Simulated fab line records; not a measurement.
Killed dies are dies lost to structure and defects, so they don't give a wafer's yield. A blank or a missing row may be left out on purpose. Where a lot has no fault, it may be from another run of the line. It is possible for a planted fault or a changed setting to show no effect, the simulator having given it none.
A lot that was struck, set against a sound lot + flow n5Finfet + 37 steps out of a route of 1938
Sound: wafers L794.1, L794.4, L794.5. Struck: wafers L801.3, L801.4. Last of all comes the cause.
For every step that has rows: the tool of each side, followed by ch and its chambers, followed by its first start. Under that, the readings that differ: sound wafers + struck wafers + difference of the means + sigmas: that difference in standard deviations of wafers without a fault.
alike: a reading whose means differ by less than 2 such deviations, as well as words and numbers matching on both sides. not compared: withheld readings; readings where some wafer has no value; bounds like >300 that might hide an equal value; numbers whose values overlap and for which the record gives no deviation.
A row with sigmas, a row that says differs or no value, or rows on one side alone: a step with any of these is where the two part. Non-overlapping numbers with no deviation appear without sigmas and do not part them. Lack of a reading on every wafer of one side parts them only where that side has two or more wafers.

first, 9 steps without rows for these wafers: N5_PMOS_HMC_CHANNEL_EPI_EPI_26 (deposits Si from SiH4/H2, target thk 3.8 nm, time 22.7 s); N5_FIN_SAQP_PRECLEAN_42 (cleans in O3/DIW, time 60 s); N5_FIN_SAQP_PRECLEAN_00 (cleans in SC1, time 60 s); N5_FIN_SAQP_PRECLEAN_44 (cleans in SC2, time 45 s); N5_FIN_SAQP_SRD_01 (time 30 s); N5_FIN_SAQP_ALD_61 (deposits SiO2, target thk 4 nm, pulse time 1 s, purge time 2 s); N5_FIN_SAQP_DENSIFY_62 (time 60 s); N5_FIN_SAQP_HM_DEP_03 (deposits SiNx from SiH4/NH3/N2, target thk 38 nm, time 33.6 s); N5_FIN_SAQP_PECVD_47 (deposits a-Si from SiH4/He, target thk 45 nm, time 36.3 s).
N5_FIN_SAQP_PECVD_48: deposits SiNx from SiH4/NH3/N2, target thk 25 nm, time 22.1 s.
  sound on pecvd-03 ch 0,2, day 4 14:52; struck on pecvd-03 ch 0,2, day 6 09:15
| reading                                    | sound            | struck      | difference | sigmas |
|--------------------------------------------|------------------|-------------|------------|--------|
| model.SiNx_of_FIN_SAQP_PECVD_48.thkNm (nm) | 24.96 25.3 25.23 | 35.03 35.32 | +10.01     |        |
  alike: heaterPowerW, showerheadPlenumPTorr, throttleValvePct
then, 24 steps without rows for these wafers: N5_FIN_SAQP_PECVD_06 (deposits a-Si from SiH4/He, target thk 60 nm, time 48.1 s); N5_FIN_SAQP_HM_DEP_72 (deposits SiO2 from SiH4/N2O, target thk 12 nm, time 7.2 s); N5_FIN_SAQP_COAT_49 (time 60 s, resist thk 100 nm); N5_FIN_SAQP_COAT_50 (time 60 s, resist thk 35 nm); N5_FIN_SAQP_COAT_10 (resist thk 90 nm); N5_FIN_SAQP_EBR_12; N5_FIN_SAQP_SOFTBAKE_11 (time 60 s); N5_FIN_SAQP_EXPOSE_13 (exposes mask FIN CORE, target cd 35.6 nm); N5_FIN_SAQP_PEB_14 (peb time 60 s); N5_FIN_SAQP_DEVELOP_15 (develop time 30 s); N5_FIN_SAQP_DESCUM_21 (chemistry O2, time 7.9 s); N5_FIN_SAQP_ETCH_51 (etches SiARC in CF4, target depth 45.5 nm, time 75.8 s); N5_FIN_SAQP_ETCH_52 (etches SOC in N2/H2, target depth 100 nm, overetch 20 nm, time 150 s); N5_FIN_SAQP_STRIP_53 (strips in N2/H2); N5_FIN_SAQP_HM_OPEN_73 (chemistry CHF3/O2, target SiO2, stops on a-Si, target depth 12 nm, time 16.8 s); N5_FIN_SAQP_STRIP_74 (strips in CHF3/O2); N5_FIN_SAQP_MANDREL_ETCH_22 (etches a-Si in HBr/Cl2, stops on SiNx, target depth 60 nm, bt time 10 s, time 30 s); N5_FIN_SAQP_STRIP_55 (strips in N2/H2); N5_FIN_SAQP_STRIP_23 (strips in SPM, time 750 s); N5_FIN_SAQP_SRD_66 (time 30 s); N5_FIN_SAQP_RECESS_75 (chemistry HF/NH3, target SiO2, target depth 14.4 nm, afs cycles 3, sublimation time 60 s); N5_FIN_SAQP_SPACER1_ALD_24 (deposits SiO2, target thk 20.3 nm, pulse time 1 s, purge time 2 s); N5_FIN_SAQP_SPACER1_ETCHBACK_25 (etches SiO2 in CHF3/O2, target depth 24.4 nm, time 12.2 s); N5_FIN_SAQP_MANDREL1_REMOVE_56 (chemistry HBr/Cl2/O2, target a-Si, stops on SiNx, bt time 10 s).
N5_FIN_SAQP_ETCH_57: etches SiNx in CH3F/O2, target depth 32.5 nm, time 46.4 s.
  sound on rieDiel-01 ch 0,1, day 4 18:21; struck on rieDiel-01 ch 1,2, day 6 12:37
| reading                 | sound             | struck      | difference | sigmas |
|-------------------------|-------------------|-------------|------------|--------|
| etchRfOnTimeS (s)       | 45.3 45.6 45.8    | 63.9 64.0   | +18.4      | +22    |
| model.etch.depthNm (nm) | 24.96 25.23 25.23 | 35.03 35.26 | +10.00     |        |
  alike: drypumpMotorCurrentA, oesProductAu, rfVppV, showerheadPlenumPTorr, throttleValvePct
  not compared: rfHoursCounterH
-- here the record skips 8 days between the struck wafers' starts before and after, leaving off in module FIN_SAQP and picking up in module BEOL_M4 (first step shown: number 1111 of the route) --
N5_BEOL_M4_RC_MEAS_101:
  sound on prober-02 ch 0, day 12 23:37; struck on prober-01 ch 0, day 14 12:02
| reading       | sound          | struck    | difference | sigmas |
|---------------|----------------|-----------|------------|--------|
| ION_P (uA/um) | 457 462 457    | 478 474   | +17        | +3     |
| VT_P (mV)     | -252 -254 -252 | -244 -248 | +7         | +2     |
  alike: DIBL_N, DIBL_P, IOFF_N, IOFF_P, ION_N, SS_N, SS_P, VT_N
-- the record jumps here: 5 days lie between the struck wafers' starts before and after (it left off in module BEOL_M4 and takes up again in module PASSIVATION, whose first step shown is number 1936 of the route) --
N5_PASSIVATION_PROBE_49:
  record: rows for the struck wafers here (prober-02, day 19 06:11), none for the sound ones

== WHERE THEY PART ==
Earliest at N5_FIN_SAQP_ETCH_57; latest, in this record, at N5_PASSIVATION_PROBE_49.

WHY: the cause the simulator had injected
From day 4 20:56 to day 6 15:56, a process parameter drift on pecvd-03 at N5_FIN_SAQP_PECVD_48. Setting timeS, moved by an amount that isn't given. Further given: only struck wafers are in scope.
